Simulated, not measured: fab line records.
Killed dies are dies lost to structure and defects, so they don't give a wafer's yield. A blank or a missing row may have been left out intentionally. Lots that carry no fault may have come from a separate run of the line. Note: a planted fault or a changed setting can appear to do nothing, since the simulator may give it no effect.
What tool caused it?    flow nand_harc    12 lots, 36 wafers sampled, at 5 steps of a route of 1159

## WHAT THE GAUGES READ, wafer by wafer
NHARC_P_CONTACT_INSPECT_27. Usual: raw_defect_count reads 270 (standard deviation 95).
lot   measured      on                 raw_defect_count  flag
L761  day 6 10:51   defect_inspect-02  265 293 335       
L764  day 6 20:20   defect_inspect-01  158 165 276       
L765  day 6 21:20   defect_inspect-01  354 302 452       
L766  day 6 21:53   defect_inspect-02  213 265 161       
L768  day 7 22:29   defect_inspect-02  235 156 290       
L771  day 8 06:01   defect_inspect-02  344 316 309       
L770  day 8 06:04   defect_inspect-01  291 284 181       
L773  day 9 14:44   defect_inspect-01  214 131 163       
L772  day 9 15:18   defect_inspect-01  296 426 240       
L774  day 9 20:07   defect_inspect-02  200 168 187       
L776  day 10 01:54  defect_inspect-01  280 268 362       
L781  day 11 02:51  defect_inspect-02  316 199 287       

NHARC_P_M0_CD_MEAS_09: the cd target is 90 nm. Usual: cd_nm reads 89.4 nm (standard deviation 0.77).
lot   measured      on         cd_nm (nm)      flag
L761  day 6 11:45   cd_sem-02  89.1 88.6 89.3  
L764  day 6 21:14   cd_sem-02  89.3 90.3 89.2  
L765  day 6 22:07   cd_sem-01  88.7 89.8 89.8  
L766  day 6 22:40   cd_sem-01  90.1 90.1 89.5  
L768  day 7 23:23   cd_sem-03  89.8 90.9 90.7  
L771  day 8 07:04   cd_sem-01  89.9 89.0 90.3  
L770  day 8 06:50   cd_sem-01  90.1 90.3 90.0  
L773  day 9 15:38   cd_sem-03  88.5 88.8 88.0  
L772  day 9 16:17   cd_sem-01  89.6 90.9 90.1  
L774  day 9 21:02   cd_sem-02  89.6 89.7 88.4  
L776  day 10 02:50  cd_sem-01  88.2 89.8 88.4  
L781  day 11 03:45  cd_sem-03  89.0 89.9 89.5  

NHARC_P_M0_CD_MEAS_16. Usual: cd_nm reads 89.4 nm (standard deviation 1).
lot   measured      on         cd_nm (nm)      flag
L761  day 6 12:14   cd_sem-01  89.3 89.3 89.8  
L764  day 6 21:43   cd_sem-02  89.8 89.5 90.8  
L765  day 6 22:37   cd_sem-01  90.0 89.6 90.8  
L766  day 6 23:08   cd_sem-02  89.5 89.7 90.4  
L768  day 7 23:53   cd_sem-03  91.0 90.1 89.7  
L771  day 8 07:41   cd_sem-02  90.1 89.7 90.1  
L770  day 8 07:19   cd_sem-03  90.1 90.8 88.9  
L773  day 9 16:07   cd_sem-02  88.6 89.0 88.4  
L772  day 9 16:46   cd_sem-02  88.5 90.0 89.8  
L774  day 9 21:31   cd_sem-03  89.3 90.5 87.4  
L776  day 10 03:19  cd_sem-02  89.9 89.7 88.3  
L781  day 11 04:14  cd_sem-03  89.1 89.1 88.3  

NHARC_END_SORT_01. Usual: defect_limited_yield 95.4 %, standard deviation 1.8; killed_at_array 28, standard deviation 11; killed_at_other 0.7, standard deviation 0.88; killed_at_periphery 3.1, standard deviation 2.2; killed_dies 31, standard deviation 12; killed_open 3.3, standard deviation 2; killed_short 2.0, standard deviation 1.6; sort_bin_2_pct 1.5 %, standard deviation 0.73; sort_bin_3_pct 0.27 %, standard deviation 0.22; sort_bin_4_pct 2.9 %, standard deviation 1.1; sort_n_pass 646, standard deviation 12; sort_rim_yield_pct 93 %, standard deviation 3.9; sort_yield_pct 95.4 %, standard deviation 1.8.
lot   measured      on         defect_limited_yield (%)  killed_at_array  killed_at_other  killed_at_periphery  killed_dies  killed_open  killed_short  sort_bin_2_pct (%)  sort_bin_3_pct (%)  sort_bin_4_pct (%)  sort_n_pass  sort_rim_yield_pct (%)  sort_yield_pct (%)  flag
L766  day 20 19:28  prober-01  96.9 96.9 97.0            16 20 15         2 0 1            3 1 4                21 21 20     7 2 5        1 1 0         1.2 1.0 1.0         0 0 0.30            1.9 2.1 1.6         656 656 657  92 95 95                96.9 96.9 97.0      
L768  day 21 07:41  prober-02  96.9 96.3 95.6            16 23 28         1 1 1            4 1 1                21 25 30     1 1 4        0 2 1         0.6 0.9 1.3         0.15 0.44 0.15      2.4 2.4 3.0         656 652 647  95 94 93                96.9 96.3 95.6      
L771  day 21 22:43  prober-01  95.6 95.6 95.9            27 25 23         0 1 1            3 4 4                30 30 28     3 1 5        3 2 3         2.4 0.9 1.3         0 0.15 0.44         2.1 3.4 2.4         647 647 649  93 96 95                95.6 95.6 95.9      
L773  day 22 14:23  prober-01  95.6 94.8 96.2            28 29 24         1 0 0            1 6 2                30 35 26     1 5 0        2 2 4         1.8 2.1 1.3         0.59 0.30 0         2.1 2.8 2.5         647 642 651  96 94 96                95.6 94.8 96.2      
L772  day 22 22:05  prober-02  94.2 94.4 93.5            33 37 41         1 0 0            5 1 3                39 38 44     1 4 6        6 0 4         2.4 1.8 1.2         0.15 0.44 0.30      3.2 3.4 5.0         638 639 633  92 92 88                94.2 94.4 93.5      
L774  day 23 16:56  prober-01  95.0 95.9 95.0            33 23 30         1 3 0            0 2 4                34 28 34     1 4 2        3 2 2         1.9 1.8 1.3         0 0.30 0.44         3.1 2.1 3.2         643 649 643  92 92 91                95.0 95.9 95.0      
L776  day 24 18:03  prober-01  92.8 93.1 93.8            42 43 41         1 0 1            6 4 0                49 47 42     5 6 0        4 2 2         3.4 1.8 1.9         0.15 0.59 0.30      3.7 4.6 4.0         628 630 635  88 92 91                92.8 93.1 93.8      

## WHICH TOOL RAN EACH LOT (tool, then ch and the chambers of the sampled wafers, then the start)
lot   NHARC_P_M0_ETCH_34
L761  rie_diel-06 ch 0,2,3, day 6 12:01
L764  rie_diel-06 ch 1,2, day 6 21:30
L765  rie_diel-06 ch 0,3, day 6 22:24
L766  rie_diel-10 ch 0,1,2, day 6 22:56
L768  rie_diel-10 ch 0,1, day 7 23:40
L771  rie_diel-10 ch 0,2,3, day 8 07:20
L770  rie_diel-12 ch 1,2, day 8 07:07
L773  rie_diel-06 ch 0,1,2, day 9 15:55
L772  rie_diel-06 ch 0,3, day 9 16:33
L774  rie_diel-12 ch 0,1,3, day 9 21:19
L776  rie_diel-06 ch 0,1,2, day 10 03:06
L781  rie_diel-10 ch 2,3, day 11 04:02
- NHARC_P_M0_ETCH_34: etches the open film in N2/H2, target depth 40 nm, overetch 12 nm, time 43.94 s.

## WHAT THE TOOLS THEMSELVES READ (means of the sampled wafers that have a number; where no wafer has one, the mark that the record gives instead)
NHARC_P_M0_ETCH_34. Usual: chamber_pressure_mTorr 30.00 mTorr (standard deviation 0.035); drypump_motor_current_A 5.8 A (standard deviation 0.48); oes_product_au 0.998 a.u. (standard deviation 0.011); rf_fwd_power_W 395.2 W (standard deviation 1.6); rf_vpp_V 431 V (standard deviation 3.7); showerhead_plenum_p_Torr 2.06 Torr (standard deviation 0.13); throttle_valve_pct 14.172 % (standard deviation 0.0092).
lot   tool         chamber_pressure_mTorr (mTorr)  drypump_motor_current_A (A)  oes_product_au (a.u.)  rf_fwd_power_W (W)  rf_vpp_V (V)  showerhead_plenum_p_Torr (Torr)  throttle_valve_pct (%)  flag
L761  rie_diel-06  29.99                           5.9                          0.993                  395.1               434           2.17                             14.166                  
L764  rie_diel-06  30.08                           5.9                          1.017                  394.9               429           2.00                             14.168                  
L765  rie_diel-06  30.01                           5.7                          0.996                  393.2               434           2.15                             14.177                  
L766  rie_diel-10  29.99                           5.2                          0.998                  396.1               428           1.96                             14.175                  
L768  rie_diel-10  30.00                           5.4                          1.006                  396.3               430           2.03                             14.175                  
L771  rie_diel-10  29.98                           5.4                          1.008                  395.8               428           1.94                             14.176                  
L770  rie_diel-12  29.99                           5.9                          0.999                  395.5               433           2.15                             14.176                  
L773  rie_diel-06  29.98                           5.7                          1.005                  394.9               432           2.07                             14.170                  
L772  rie_diel-06  30.01                           6.1                          1.002                  394.8               434           2.17                             14.162                  
L774  rie_diel-12  29.98                           6.2                          0.997                  396.1               432           2.07                             14.170                  
L776  rie_diel-06  30.00                           5.7                          0.942                  394.3               431           2.07                             14.172                  OFF
L781  rie_diel-10  29.97                           5.3                          1.000                  396.1               429           1.93                             14.179                  

## THE ANSWER, worked out from the rows above alone
Rule: a lot counts as off when the mean over its wafers that have a number is more than 3 standard deviations away from the usual mean. Also off: a lot with no number at a reading for which 4 or more lots have one. Where the step has rows for the other lots, those lots are counted as sound. After the gauges, taken in route order, come the tools' own readings; for these a lot's mean is taken, as printed above. The first step at which some lot is off is used, and at that step the reading that is off furthest; a lot without a number counts as furthest.
Off at NHARC_P_M0_ETCH_34 (oes_product_au): L776.
If a tool, at that step or one of the process steps before it, ran each lot that is off and ran no sound lot following the first of them, it fits. One candidate fits, namely rie_diel-06 at NHARC_P_M0_ETCH_34. Its last sound lot is L772 (day 9 16:33), its first lot that is off L776 (day 10 03:06): a fault that began between those two fits.
On the lots that are off, the tool's own readings at NHARC_P_M0_ETCH_34 differ by more than 5 times the standard deviation of the sound lots' means, which bears it out; oes_product_au reads 0.942 a.u. there versus 1.002 a.u. on the sound lots.

## WHAT HAD BEEN PUT IN BY THE SIMULATOR
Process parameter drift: rie_diel-06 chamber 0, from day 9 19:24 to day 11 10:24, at NHARC_P_M0_ETCH_34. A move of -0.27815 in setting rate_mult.
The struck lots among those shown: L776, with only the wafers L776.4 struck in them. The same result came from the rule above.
